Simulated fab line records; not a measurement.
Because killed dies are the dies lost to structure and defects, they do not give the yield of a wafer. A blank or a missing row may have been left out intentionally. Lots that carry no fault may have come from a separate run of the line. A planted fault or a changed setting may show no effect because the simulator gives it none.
fab line records | flow nand_harc
record lots=7 | wafers=21 | last_day=31
route steps=1302 shown A_CHANNEL_HOLE_D1@486 A_CHANNEL_FILL_D1@490 END@1302
lots that met no fault: from a run of the same line without faults
start_h: hours from the record's first day to the start of the lot's first wafer shown | wait_h: time in hours since the lot's previous step | " same as the row above | L1.1+2: several wafers, shown together as one row | - either no value or no given start | * or withheld: withheld | < > ~ a bound
route shown NAME@n: names a module that has steps shown in the file, with the first one's number in the route | usual: mean and standard deviation over wafers with no fault | same: alike in all rows | chamber/n: place in a boat | sites: each site's reading | _std_site: the values' standard deviation | _edge_site: the outer-site mean with the inner-site mean subtracted | radius_mm: how far each site lies from the wafer's centre | mask NAME#n: copy n | behind: the last tool/chamber to shape the wafer | hold: cause of the lot's hold/its duration in hours/its outcome | device: whichever transistor did not switch (one of n, p or np) | end of line: tests of these same wafers at the route's end | where a step has no rows: the recipe by itself | killed: the dies lost at the first sort to structure and to defects; this is not the yield of the wafer | map: per-die view of a wafer (x killed, . not killed, _ where there is no die)
set.NAME: the setting the step ran with; set.NAME@STEP: the setting that earlier step ran with | model.NAME: the simulator's own value behind a step, which no gauge read
lots seen at some steps along the route; tables by step, rows by wafer
services: the hour from which a tool's chamber was out of use, counted from the record's first day as start_h (under 0 if before that day), plus the number of hours and why
## steps
# step NHARC_A_CHANNEL_HOLE_D1_SRD_29
# step NHARC_A_CHANNEL_HOLE_D1_CD_MEAS_30
# usual cd_nm=89.8/1.3
lot.wafer | tool      | chamber | start_h | wait_h | cd_nm
L689.1    | cd_sem-03 | -       | 191.01  | -      | 89.6
L689.2    | "         | -       | "       | "      | 91.2
L689.5    | "         | -       | "       | "      | 90.9
L692.2    | cd_sem-01 | -       | 220.01  | -      | 90.4
L692.3    | "         | -       | "       | "      | 89.2
L692.6    | "         | -       | "       | "      | 89.5
L694.1    | cd_sem-03 | -       | 238.67  | -      | 91.6
L694.2    | "         | -       | "       | "      | 91.9
L694.4    | "         | -       | "       | "      | 89.6
L693.1    | cd_sem-02 | -       | 239.53  | -      | 89.9
L693.3    | "         | -       | "       | "      | 88.8
L693.4    | "         | -       | "       | "      | 89.1
L695.1    | cd_sem-02 | -       | 257.87  | -      | 91.0
L695.4    | "         | -       | "       | "      | 89.2
L695.6    | "         | -       | "       | "      | 91.5
L700.2    | cd_sem-03 | -       | 303.56  | -      | 90.5
L700.5    | "         | -       | "       | "      | 90.0
L700.6    | "         | -       | "       | "      | 87.7
L706.3    | cd_sem-03 | -       | 363.53  | 0.1    | 88.9
L706.4    | "         | -       | "       | "      | 87.3
L706.5    | "         | -       | "       | "      | 89.6
# step NHARC_A_CHANNEL_HOLE_D1_XSEM_31
# recipe landing_energy_ev=35000
# usual bot_cd_nm=74.4/1.4 | bow_nm=8.72/0.28 | tilt_deg=0.08/0.044
lot.wafer | tool    | chamber | start_h | wait_h | bot_cd_nm | bow_nm | tilt_deg
L689.1    | xsem-02 | 0       | 191.10  | 0.1    | 74.9      | 8.91   | 0.11
L689.2    | "       | 0       | "       | "      | 75.7      | 8.92   | 0.11
L689.5    | "       | 0       | "       | "      | 76.2      | 8.96   | 0.11
L692.2    | xsem-02 | 0       | 220.11  | 0.1    | 74.3      | 8.45   | 0.16
L692.3    | "       | 0       | "       | "      | 73.4      | 8.50   | 0.16
L692.6    | "       | 0       | "       | "      | 73.5      | 8.44   | 0.16
L694.1    | xsem-02 | 0       | 238.76  | 0.1    | 75.6      | 8.15   | 0.08
L694.2    | "       | 0       | "       | "      | 76.2      | 8.09   | 0.08
L694.4    | "       | 0       | "       | "      | 73.9      | 8.14   | 0.08
L693.1    | xsem-01 | 0       | 239.62  | 0.1    | 74.7      | 8.56   | 0.04
L693.3    | "       | 0       | "       | "      | 73.0      | 8.55   | 0.04
L693.4    | "       | 0       | "       | "      | 73.6      | 8.59   | 0.04
L695.1    | xsem-02 | 0       | 257.96  | 0.1    | 75.5      | 8.50   | 0.12
L695.4    | "       | 0       | "       | "      | 74.4      | 8.58   | 0.12
L695.6    | "       | 0       | "       | "      | 76.5      | 8.59   | 0.12
L700.2    | xsem-02 | 0       | 303.66  | 0.1    | 75.1      | 8.78   | 0.02
L700.5    | "       | 0       | "       | "      | 74.6      | 8.74   | 0.02
L700.6    | "       | 0       | "       | "      | 72.6      | 8.75   | 0.03
L706.3    | xsem-01 | 0       | 363.61  | 0.1    | 74.0      | 8.91   | 0.09
L706.4    | "       | 0       | "       | "      | 71.8      | 8.98   | 0.09
L706.5    | "       | 0       | "       | "      | 74.0      | 8.91   | 0.09
# step NHARC_A_CHANNEL_HOLE_D1_INSPECT_40
# usual raw_defect_count=75/28
lot.wafer | tool              | chamber | start_h | wait_h | raw_defect_count
L689.1    | defect_inspect-01 | -       | 191.20  | -      | 101
L689.2    | "                 | -       | "       | "      | 94
L689.5    | "                 | -       | "       | "      | 88
L692.2    | defect_inspect-01 | -       | 220.20  | -      | 56
L692.3    | "                 | -       | "       | "      | 50
L692.6    | "                 | -       | "       | "      | 45
L694.1    | defect_inspect-01 | -       | 238.86  | -      | 89
L694.2    | "                 | -       | "       | "      | 86
L694.4    | "                 | -       | "       | "      | 80
L693.1    | defect_inspect-02 | -       | 239.72  | -      | 49
L693.3    | "                 | -       | "       | "      | 52
L693.4    | "                 | -       | "       | "      | 52
L695.1    | defect_inspect-02 | -       | 258.06  | -      | 105
L695.4    | "                 | -       | "       | "      | 117
L695.6    | "                 | -       | "       | "      | 100
L700.2    | defect_inspect-01 | -       | 303.75  | -      | 95
L700.5    | "                 | -       | "       | "      | 115
L700.6    | "                 | -       | "       | "      | 129
L706.3    | defect_inspect-01 | -       | 363.71  | -      | 101
L706.4    | "                 | -       | "       | "      | 128
L706.5    | "                 | -       | "       | "      | 99
# step NHARC_A_CHANNEL_FILL_D1_PRECLEAN_00
# recipe time_s=* | temp_c=50 | bath_age_min=0 | chemistry=SC1
# step NHARC_A_CHANNEL_FILL_D1_SRD_01
# step NHARC_A_CHANNEL_FILL_D1_ALD_02
# recipe target_thk_a=60 | pulse_time_s=10 | ald_cycles=60 | temp_c=300 | material=SiO2
# usual heater_power_w=467/49 | precursor_pulse_height_rel=1.002/0.02
lot.wafer | tool      | chamber | start_h | wait_h | heater_power_w | precursor_pulse_height_rel
L689.1    | ald_hk-02 | 1       | 192.84  | 1.5    | 511            | 1.034
L689.2    | "         | 2       | "       | "      | 389            | 0.959
L689.5    | "         | 1       | "       | "      | 505            | 1.021
L692.2    | ald_hk-04 | 1       | 220.54  | -      | 483            | 0.971
L692.3    | "         | 2       | "       | "      | 429            | 1.023
L692.6    | "         | 0       | "       | "      | 497            | 1.016
L694.4    | ald_hk-02 | 2       | 239.05  | -      | 391            | 0.986
L694.1    | "         | 0       | "       | "      | 554            | 0.998
L694.2    | "         | 1       | "       | "      | 497            | 1.007
L693.4    | ald_hk-02 | 0       | 239.98  | -      | 551            | 1.021
L693.3    | "         | 1       | "       | "      | 482            | 1.013
L693.1    | "         | 2       | "       | "      | 404            | 0.971
L695.4    | ald_hk-03 | 3       | 258.25  | -      | 379            | 0.998
L695.1    | "         | 0       | "       | "      | 466            | 0.998
L695.6    | "         | 3       | "       | "      | 371            | 1.010
L700.2    | ald_hk-04 | 2       | 304.09  | -      | 442            | 0.995
L700.5    | "         | 0       | "       | "      | 475            | 0.975
L700.6    | "         | 1       | "       | "      | 455            | 0.991
L706.3    | ald_hk-04 | 0       | 364.05  | -      | 472            | 1.045
L706.4    | "         | 1       | "       | "      | 446            | 0.987
L706.5    | "         | 3       | "       | "      | 489            | 0.992
# step NHARC_A_CHANNEL_FILL_D1_ALD_03
# recipe target_thk_a=60 | pulse_time_s=60 | ald_cycles=58 | temp_c=630 | pressure_torr=2 | material=SiNx
# usual precursor_pulse_height_rel=0.999/0.02
lot.wafer | tool             | chamber | start_h | wait_h | precursor_pulse_height_rel
L689.1    | ald_sin_batch-02 | 0       | -       | -      | 0.984
L689.2    | "                | 0       | "       | "      | 1.004
L689.5    | "                | 0       | "       | "      | 1.018
L692.2    | ald_sin_batch-03 | 0       | -       | -      | 0.984
L692.3    | "                | 0       | "       | "      | 1.008
L692.6    | "                | 0       | "       | "      | 0.963
L693.1    | ald_sin_batch-02 | 0       | -       | -      | 0.998
L693.3    | "                | 0       | "       | "      | 1.009
L693.4    | "                | 0       | "       | "      | 0.984
L694.1    | ald_sin_batch-02 | 0       | -       | -      | 1.027
L694.2    | "                | 0       | "       | "      | 1.017
L694.4    | "                | 0       | "       | "      | 0.995
L695.1    | ald_sin_batch-02 | 0       | -       | -      | 1.006
L695.4    | "                | 0       | "       | "      | 1.009
L695.6    | "                | 0       | "       | "      | 1.001
L700.2    | ald_sin_batch-01 | 0       | -       | -      | 1.035
L700.5    | "                | 0       | "       | "      | 0.986
L700.6    | "                | 0       | "       | "      | 0.980
L706.3    | ald_sin_batch-01 | 0       | -       | -      | 1.026
L706.4    | "                | 0       | "       | "      | 1.010
L706.5    | "                | 0       | "       | "      | 0.974
# step NHARC_A_CHANNEL_FILL_D1_ALD_14
# recipe target_thk_a=25 | pulse_time_s=10 | ald_cycles=25 | temp_c=300 | material=SiO2
# step NHARC_A_CHANNEL_FILL_D1_ALD_15
# recipe target_thk_a=20 | pulse_time_s=60 | ald_cycles=19 | temp_c=630 | pressure_torr=2 | material=SiNx
# usual precursor_pulse_height_rel=0.999/0.021
lot.wafer | tool             | chamber | start_h | wait_h | precursor_pulse_height_rel
L689.1    | ald_sin_batch-02 | 0       | -       | -      | 0.977
L689.2    | "                | 0       | "       | "      | 1.001
L689.5    | "                | 0       | "       | "      | 1.019
L692.2    | ald_sin_batch-01 | 0       | -       | -      | 1.027
L692.3    | "                | 0       | "       | "      | 0.985
L692.6    | "                | 0       | "       | "      | 0.998
L693.1    | ald_sin_batch-03 | 0       | -       | -      | 1.013
L693.3    | "                | 0       | "       | "      | 0.972
L693.4    | "                | 0       | "       | "      | 0.983
L694.1    | ald_sin_batch-03 | 0       | 249.21  | 2.9    | 1.007
L694.2    | "                | 0       | "       | "      | 1.036
L694.4    | "                | 0       | "       | "      | 1.034
L695.1    | ald_sin_batch-01 | 0       | -       | -      | 0.996
L695.4    | "                | 0       | "       | "      | 1.024
L695.6    | "                | 0       | "       | "      | 0.976
L700.2    | ald_sin_batch-03 | 0       | -       | -      | 0.993
L700.5    | "                | 0       | "       | "      | 0.986
L700.6    | "                | 0       | "       | "      | 1.019
L706.3    | ald_sin_batch-02 | 0       | -       | -      | 1.006
L706.4    | "                | 0       | "       | "      | 0.992
L706.5    | "                | 0       | "       | "      | 1.017
# step NHARC_A_CHANNEL_FILL_D1_ALD_16
# recipe target_thk_a=15 | pulse_time_s=10 | ald_cycles=15 | temp_c=300 | material=SiO2
# step NHARC_A_CHANNEL_FILL_D1_ANNEAL_17
# recipe temp_c=850 | time_s=1800
# step NHARC_A_CHANNEL_FILL_D1_CVD_18
# recipe target_thk_a=30 | temp_c=550 | material=poly-Si
# usual spike_tc_upper_C=550.1/1.1 | zone_power_top_pct=15.5/0.81
lot.wafer | tool          | chamber | start_h | wait_h | spike_tc_upper_C | zone_power_top_pct
L689.1    | lpcvd_poly-01 | 0       | 214.83  | -      | 550.0            | 14.8
L689.2    | "             | 0       | "       | "      | 550.2            | 14.7
L689.5    | "             | 0       | "       | "      | 550.1            | 15.1
L692.2    | lpcvd_poly-03 | 0       | 245.84  | -      | 549.9            | 15.7
L692.3    | "             | 0       | "       | "      | 549.4            | 15.7
L692.6    | "             | 0       | "       | "      | 548.6            | 15.5
L693.1    | lpcvd_poly-03 | 0       | 260.96  | -      | 550.8            | 15.3
L693.3    | "             | 0       | "       | "      | 549.5            | 15.5
L693.4    | "             | 0       | "       | "      | 550.7            | 15.4
L693.1    | lpcvd_poly-03 | 0       | 263.18  | 0.5    | 550.5            | 15.4
L693.3    | "             | 0       | "       | "      | 550.5            | 15.7
L693.4    | "             | 0       | "       | "      | 550.5            | 15.5
L694.1    | lpcvd_poly-03 | 0       | 260.96  | -      | 550.4            | 15.6
L694.2    | "             | 0       | "       | "      | 549.8            | 15.3
L694.4    | "             | 0       | "       | "      | 550.0            | 15.2
L694.1    | lpcvd_poly-03 | 0       | 263.18  | 0.5    | 548.9            | 15.5
L694.2    | "             | 0       | "       | "      | 549.9            | 15.4
L694.4    | "             | 0       | "       | "      | 550.0            | 15.5
L695.1    | lpcvd_poly-01 | 0       | 280.48  | -      | 548.8            | 15.0
L695.4    | "             | 0       | "       | "      | 549.8            | 14.9
L695.6    | "             | 0       | "       | "      | 551.7            | 14.6
L700.2    | lpcvd_poly-03 | 0       | 325.84  | -      | 550.4            | 15.3
L700.5    | "             | 0       | "       | "      | 549.9            | 15.5
L700.6    | "             | 0       | "       | "      | 551.1            | 15.3
L700.2    | lpcvd_poly-01 | 0       | 328.09  | 0.5    | 551.8            | 15.0
L700.5    | "             | 0       | "       | "      | 550.9            | 14.8
L700.6    | "             | 0       | "       | "      | 548.2            | 14.7
L706.3    | lpcvd_poly-03 | 0       | 386.20  | -      | 548.9            | 15.3
L706.4    | "             | 0       | "       | "      | 550.6            | 15.6
L706.5    | "             | 0       | "       | "      | 550.3            | 15.4
# step NHARC_A_CHANNEL_FILL_D1_ETCHBACK_19
# recipe target_depth_a=50 | time_s=1.7 | hbr_flow_sccm=150 | cl2_flow_sccm=50 | rf_w=400 | icp_w=400 | bias_w=100 | chemistry=HBr/Cl2
# usual drypump_motor_current_A=5.9/0.35 | oes_product_au=1.000/0.0095 | throttle_valve_pct=26.406/0.0087
lot.wafer | tool      | chamber | start_h | wait_h | drypump_motor_current_A | oes_product_au | rf_hours_counter_h | throttle_valve_pct
L689.2    | rie_si-03 | 1       | 216.88  | 0.4    | 5.3                     | 0.986          | 1.1                | 26.392
L689.1    | "         | 2       | "       | "      | 5.6                     | 0.989          | 1.1                | 26.402
L689.5    | "         | 2       | "       | "      | 5.6                     | 0.983          | -                  | 26.403
L692.3    | rie_si-06 | 1       | 247.92  | 0.4    | 6.6                     | 0.999          | 0.9                | 26.409
L692.2    | "         | 2       | "       | "      | 6.0                     | 1.014          | 1.0                | 26.405
L692.6    | "         | 1       | "       | "      | 6.5                     | 1.001          | -                  | 26.404
L693.4    | rie_si-05 | 3       | 265.58  | 0.7    | 5.7                     | 0.990          | 0.8                | 26.414
L693.1    | "         | 1       | "       | "      | 5.3                     | 0.985          | 0.7                | 26.412
L693.3    | "         | 2       | "       | "      | 5.6                     | 0.988          | 0.7                | 26.396
L694.4    | rie_si-06 | 3       | 265.60  | 0.7    | 5.9                     | 1.019          | 0.1                | 26.402
L694.1    | "         | 0       | "       | "      | 6.2                     | 0.998          | 0.1                | 26.384
L694.2    | "         | 1       | "       | "      | 6.6                     | 0.996          | 0.0                | 26.400
L695.4    | rie_si-06 | 1       | 282.53  | 0.4    | 6.5                     | 0.983          | 0.1                | 26.404
L695.1    | "         | 3       | "       | "      | 6.0                     | 1.007          | 0.2                | 26.406
L695.6    | "         | 2       | "       | "      | 6.1                     | 0.984          | -                  | 26.416
L700.2    | rie_si-03 | 1       | 330.53  | 0.7    | 5.4                     | 0.992          | 0.7                | 26.409
L700.5    | "         | 0       | "       | "      | 6.1                     | 1.017          | -                  | 26.409
L700.6    | "         | 1       | "       | "      | 5.4                     | 0.985          | -                  | 26.396
L706.3    | rie_si-03 | 3       | 388.30  | 0.4    | 5.9                     | 1.002          | 0.9                | 26.406
L706.4    | "         | 2       | "       | "      | 5.6                     | 0.992          | 1.2                | 26.409
L706.5    | "         | 0       | "       | "      | 6.1                     | 0.994          | -                  | 26.412
# step NHARC_END_SORT_01
# recipe temp_c=25
# usual killed_at_array=51/18 | killed_at_other=1.0/1.2 | killed_at_periphery=3.7/2.9 | killed_dies=55/19 | killed_open=3.5/1.9 | killed_short=2.6/1.6
# same gross_dies=677
lot.wafer | tool      | chamber | start_h | wait_h | killed_at_array | killed_at_other | killed_at_periphery | killed_dies | killed_open | killed_short
L694.1    | prober-01 | 0       | 605.32  | 2.5    | 676             | 0               | 1                   | 677         | 4           | 4
L694.2    | prober-01 | 0       | 606.12  | 2.8    | 673             | 1               | 3                   | 677         | 6           | 3
L694.4    | prober-01 | 0       | 607.74  | 3.4    | 672             | 1               | 4                   | 677         | 1           | 1
L693.1    | prober-02 | 0       | 605.32  | 2.5    | 675             | 0               | 2                   | 677         | 3           | 6
L693.3    | prober-02 | 0       | 606.94  | 3.1    | 675             | 0               | 2                   | 677         | 2           | 5
L693.4    | prober-02 | 0       | 607.75  | 3.4    | 676             | 0               | 1                   | 677         | 5           | 3
L700.2    | prober-02 | 0       | 683.71  | 2.8    | 671             | 0               | 6                   | 677         | 2           | 3
L700.5    | prober-02 | 0       | 686.09  | 3.7    | 670             | 0               | 7                   | 677         | 2           | 3
L700.6    | prober-02 | 0       | 686.89  | 4.0    | 671             | 0               | 6                   | 677         | 1           | 0
# killed by level:class
L694.1 A_CHANNEL_FILL_D1:area_cvd=628 A_CHANNEL_HOLE_D1:chamber_film_flake=34 A_CHANNEL_HOLE_D2:chamber_film_flake=3 A_ONON_D2:geometric_particle:short=2 A_CHANNEL_FILL_D1:geometric_particle:open=1 A_DECK1_JOINT:geometric_particle:short=1 A_ONON_D2:geometric_particle:open=1 A_SGD_CUT:geometric_particle:open=1
L693.1 A_CHANNEL_FILL_D1:area_cvd=590 A_CHANNEL_HOLE_D2:chamber_film_flake=37 A_SLIT:chamber_film_flake=30 A_CONTACT:chamber_film_flake=5 A_DECK1_JOINT:geometric_particle:short=2 A_ONON_D2:geometric_particle:short=2 A_ZERO_WELL:chamber_film_flake=2 P_CONTACT:geometric_particle:open=1
L694.2 A_CHANNEL_FILL_D1:area_cvd=617 A_CHANNEL_HOLE_D1:chamber_film_flake=36 A_CHANNEL_HOLE_D2:chamber_film_flake=7 A_CHANNEL_FILL_D1:chamber_film_flake=3 A_SGD_CUT:chamber_film_flake=3 P_CONTACT:geometric_particle:open=2 P_M0:geometric_particle:open=1 A_ONON_D1:geometric_particle:open=1
L693.3 A_CHANNEL_FILL_D1:area_cvd=613 A_CHANNEL_HOLE_D2:chamber_film_flake=34 A_SLIT:chamber_film_flake=12 A_CONTACT:chamber_film_flake=6 A_ONON_D2:geometric_particle:short=2 A_CHANNEL_HOLE_D1:chamber_film_flake=2 P_CONTACT:geometric_particle:short=1 A_CHANNEL_HOLE_D1:geometric_particle:open=1
L694.4 A_CHANNEL_FILL_D1:area_cvd=622 A_CHANNEL_HOLE_D1:chamber_film_flake=29 A_CHANNEL_HOLE_D2:chamber_film_flake=17 A_SGD_CUT:chamber_film_flake=2 P_STI:geometric_particle:short=1 P_CONTACT:geometric_particle:open=1 P_ZERO_WELL:chamber_film_flake=1 P_GATE:chamber_film_flake=1
L693.4 A_CHANNEL_FILL_D1:area_cvd=602 A_CHANNEL_HOLE_D2:chamber_film_flake=30 A_SLIT:chamber_film_flake=25 A_CONTACT:chamber_film_flake=7 A_CHANNEL_HOLE_D1:chamber_film_flake=3 P_M0:geometric_particle:short=1 A_CHANNEL_FILL_D1:geometric_particle:short=1 A_CHANNEL_FILL_D1:geometric_particle:open=1
L700.2 A_CHANNEL_FILL_D1:area_cvd=595 A_CHANNEL_HOLE_D1:chamber_film_flake=38 A_SLIT:chamber_film_flake=12 P_GATE:chamber_film_flake=6 A_CHANNEL_HOLE_D2:chamber_film_flake=5 A_STAIRCASE:chamber_film_flake=4 A_CONTACT:chamber_film_flake=4 A_CHANNEL_FILL_D2:chamber_film_flake=3
L700.5 A_CHANNEL_FILL_D1:area_cvd=599 A_CHANNEL_HOLE_D1:chamber_film_flake=38 A_SLIT:chamber_film_flake=10 P_GATE:chamber_film_flake=6 A_STAIRCASE:chamber_film_flake=5 A_CHANNEL_HOLE_D2:chamber_film_flake=4 A_CHANNEL_FILL_D2:chamber_film_flake=2 A_SGD_CUT:chamber_film_flake=2
L700.6 A_CHANNEL_FILL_D1:area_cvd=584 A_CHANNEL_HOLE_D1:chamber_film_flake=33 A_SLIT:chamber_film_flake=26 A_CHANNEL_HOLE_D2:chamber_film_flake=16 P_GATE:chamber_film_flake=6 A_STAIRCASE:chamber_film_flake=5 A_CHANNEL_FILL_D2:chamber_film_flake=2 A_SGD_CUT:chamber_film_flake=2
# map L693.1 (x killed, . not)
____________x____________
_________xxxxxxx_________
_______xxxxxxxxxxx_______
______xxxxxxxxxxxxx______
_____xxxxxxxxxxxxxxx_____
____xxxxxxxxxxxxxxxxx____
____xxxxxxxxxxxxxxxxx____
___xxxxxxxxxxxxxxxxxxx___
___xxxxxxxxxxxxxxxxxxx___
__xxxxxxxxxxxxxxxxxxxxx__
__xxxxxxxxxxxxxxxxxxxxx__
_xxxxxxxxxxxxxxxxxxxxxxx_
_xxxxxxxxxxxxxxxxxxxxxxx_
_xxxxxxxxxxxxxxxxxxxxxxx_
_xxxxxxxxxxxxxxxxxxxxxxx_
_xxxxxxxxxxxxxxxxxxxxxxx_
xxxxxxxxxxxxxxxxxxxxxxxxx
xxxxxxxxxxxxxxxxxxxxxxxxx
xxxxxxxxxxxxxxxxxxxxxxxxx
xxxxxxxxxxxxxxxxxxxxxxxxx
xxxxxxxxxxxxxxxxxxxxxxxxx
_xxxxxxxxxxxxxxxxxxxxxxx_
_xxxxxxxxxxxxxxxxxxxxxxx_
_xxxxxxxxxxxxxxxxxxxxxxx_
_xxxxxxxxxxxxxxxxxxxxxxx_
_xxxxxxxxxxxxxxxxxxxxxxx_
__xxxxxxxxxxxxxxxxxxxxx__
__xxxxxxxxxxxxxxxxxxxxx__
___xxxxxxxxxxxxxxxxxxx___
___xxxxxxxxxxxxxxxxxxx___
____xxxxxxxxxxxxxxxxx____
____xxxxxxxxxxxxxxxxx____
_____xxxxxxxxxxxxxxx_____
______xxxxxxxxxxxxx______
_______xxxxxxxxxxx_______
_________xxxxxxx_________
____________x____________
# map L694.1 (x killed, . not)
____________x____________
_________xxxxxxx_________
_______xxxxxxxxxxx_______
______xxxxxxxxxxxxx______
_____xxxxxxxxxxxxxxx_____
____xxxxxxxxxxxxxxxxx____
____xxxxxxxxxxxxxxxxx____
___xxxxxxxxxxxxxxxxxxx___
___xxxxxxxxxxxxxxxxxxx___
__xxxxxxxxxxxxxxxxxxxxx__
__xxxxxxxxxxxxxxxxxxxxx__
_xxxxxxxxxxxxxxxxxxxxxxx_
_xxxxxxxxxxxxxxxxxxxxxxx_
_xxxxxxxxxxxxxxxxxxxxxxx_
_xxxxxxxxxxxxxxxxxxxxxxx_
_xxxxxxxxxxxxxxxxxxxxxxx_
xxxxxxxxxxxxxxxxxxxxxxxxx
xxxxxxxxxxxxxxxxxxxxxxxxx
xxxxxxxxxxxxxxxxxxxxxxxxx
xxxxxxxxxxxxxxxxxxxxxxxxx
xxxxxxxxxxxxxxxxxxxxxxxxx
_xxxxxxxxxxxxxxxxxxxxxxx_
_xxxxxxxxxxxxxxxxxxxxxxx_
_xxxxxxxxxxxxxxxxxxxxxxx_
_xxxxxxxxxxxxxxxxxxxxxxx_
_xxxxxxxxxxxxxxxxxxxxxxx_
__xxxxxxxxxxxxxxxxxxxxx__
__xxxxxxxxxxxxxxxxxxxxx__
___xxxxxxxxxxxxxxxxxxx___
___xxxxxxxxxxxxxxxxxxx___
____xxxxxxxxxxxxxxxxx____
____xxxxxxxxxxxxxxxxx____
_____xxxxxxxxxxxxxxx_____
______xxxxxxxxxxxxx______
_______xxxxxxxxxxx_______
_________xxxxxxx_________
____________x____________
## services
tool             | chamber | start_h | hours | kind
ald_hk-02        | -       | 170.84  | 10.0  | pm
ald_hk-02        | 0       | 170.84  | 10.0  | vent_cycle
ald_hk-02        | 1       | 170.84  | 10.0  | vent_cycle
ald_hk-02        | 2       | 170.84  | 10.0  | vent_cycle
ald_hk-02        | 3       | 170.84  | 10.0  | vent_cycle
ald_hk-02        | 0       | 180.84  | -     | clean
ald_hk-02        | 1       | 180.84  | -     | clean
ald_hk-02        | 2       | 180.84  | -     | clean
ald_hk-02        | 3       | 180.84  | -     | clean
ald_hk-03        | -       | 213.64  | 10.0  | pm
rie_si-03        | -       | 221.00  | 9.0   | pm
rie_si-06        | -       | 249.00  | 9.0   | pm
ald_hk-04        | -       | 256.29  | 10.0  | pm
ald_sin_batch-02 | -       | 266.00  | 26.0  | pm
rie_si-05        | 1       | 275.94  | 9.0   | repair
rie_si-05        | -       | 305.00  | 9.0   | pm
rie_si-06        | -       | 322.04  | 0.4   | repair
rie_si-03        | 3       | 330.11  | 21.5  | repair
rie_si-06        | -       | 335.29  | 0.9   | repair
ald_hk-02        | -       | 350.80  | 10.0  | pm
rie_si-03        | 3       | 357.51  | 6.6   | repair
rie_si-03        | 1       | 357.86  | 3.9   | repair
xsem-01          | -       | 374.00  | 14.0  | pm
lpcvd_poly-03    | -       | 387.90  | 26.0  | pm
## key
first_sign step=NHARC_A_CHANNEL_FILL_D1_CVD_18 | reading=visit | direction=added
effect step=NHARC_END_SORT_01 | reading=killed_at_array | direction=up | sigmas=34 | usual=51 | struck=673
more_kills_born_at NHARC_A_CHANNEL_FILL_D1_CVD_18@lpcvd_poly-03=3672 | NHARC_A_CHANNEL_FILL_D1_CVD_18@lpcvd_poly-01=1778
met_at NHARC_A_CHANNEL_FILL_D1_CVD_18
struck_wafers L693.1,L693.3,L693.4,L694.1,L694.2,L694.4,L700.2,L700.5,L700.6
later_rows_left_out L693.1,L693.3,L693.4,L694.1,L694.2,L694.4,L700.2,L700.5,L700.6
tester_left_out L693,L694,L700
fault kind=repeated_step_whole | tool=lpcvd_poly-01,lpcvd_poly-02,lpcvd_poly-03 | chamber=- | onset_h=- | steps=NHARC_A_CHANNEL_FILL_D1_CVD_18 | times=1 | scope=struck_lots_only
# tester_left_out: of these lots the tester's yield and bins aren't shown, on N5 and GAA mostly nor the transistor test; their killed dies are dies lost to structure and defects alone, not to doping, threshold or leakage, so they don't give the yield
# later_rows_left_out: the simulator's readings of these wafers behind a module that went badly wrong aren't trusted and aren't shown, but for the sort
